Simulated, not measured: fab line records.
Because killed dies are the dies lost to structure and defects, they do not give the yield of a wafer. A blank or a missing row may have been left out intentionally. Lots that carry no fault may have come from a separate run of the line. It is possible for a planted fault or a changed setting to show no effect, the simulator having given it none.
Chamber matching :: flow nandHarc :: pecvd-04 running NHARC_A_SLIT_DEP_25: 3 sister chambers
The step deposits SiO2, target thk 200 nm. 6 wafers are shown with their chamber, then 11 later ones without.

WAFERS PAIRED WITH THEIR CHAMBERS
wafer: L085.4
chamber: 2
throttleValvePct (%): 15.7
heaterPowerW (W): 467

wafer: L086.1
chamber: 2
throttleValvePct (%): 15.5
heaterPowerW (W): 576

wafer: L089.1
chamber: 1
throttleValvePct (%): 15.1
heaterPowerW (W): 532

wafer: L089.4
chamber: 1
throttleValvePct (%): 15.2
heaterPowerW (W): 545

wafer: L089.5
chamber: 0
throttleValvePct (%): 14.6
heaterPowerW (W): 475

wafer: L089.2
chamber: 0
throttleValvePct (%): 14.5
heaterPowerW (W): 467

WAFERS WITH NO CHAMBER GIVEN
wafer: L089.3
throttleValvePct (%): 15.7
heaterPowerW (W): 607

wafer: L089.6
throttleValvePct (%): 15.5
heaterPowerW (W): 588

wafer: L092.1
throttleValvePct (%): 14.8
heaterPowerW (W): 477

wafer: L092.2
throttleValvePct (%): 15.1
heaterPowerW (W): 485

wafer: L092.3
throttleValvePct (%): 15.6
heaterPowerW (W): 603

wafer: L094.4
throttleValvePct (%): 15.6
heaterPowerW (W): 573

wafer: L094.5
throttleValvePct (%): 14.5
heaterPowerW (W): 516

wafer: L094.6
throttleValvePct (%): 15.4
heaterPowerW (W): 558

wafer: L095.1
throttleValvePct (%): 15.4
heaterPowerW (W): 559

wafer: L095.2
throttleValvePct (%): 15.5
heaterPowerW (W): 546

wafer: L095.5
throttleValvePct (%): 15.6
heaterPowerW (W): 554

CHAMBER TAKEN BY EACH
wafer: L089.3
from the rows above: 2
in truth: 2

wafer: L089.6
from the rows above: can't be placed: 2 or 1
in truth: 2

wafer: L092.1
from the rows above: can't be placed: 0 or 1
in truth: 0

wafer: L092.2
from the rows above: 1
in truth: 1

wafer: L092.3
from the rows above: 2
in truth: 2

wafer: L094.4
from the rows above: 2
in truth: 2

wafer: L094.5
from the rows above: 0
in truth: 0

wafer: L094.6
from the rows above: can't be placed: 2 or 1
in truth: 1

wafer: L095.1
from the rows above: can't be placed: 2 or 1
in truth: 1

wafer: L095.2
from the rows above: 2
in truth: 2

wafer: L095.5
from the rows above: 2
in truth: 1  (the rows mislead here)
Correctly placed: 6 of 11. Unplaceable from these rows: 4, with the true chamber sitting among the candidates in 4. Number placed wrongly: 1.
How it was worked out, from the rows above alone: a wafer's distance from a chamber is the root of the sum, over the readings, of the square of ((its reading less the chamber's mean) divided by the reading's scatter). The wafer belongs to the nearest chamber; if the next one is less than 2 further off, it can't be placed. The mean given for a chamber averages the wafers shown for that chamber. The scatter: take each reading less its chamber's mean, square it, sum over the shown wafers, divide by the number of wafers less the number of chambers, and take the root.
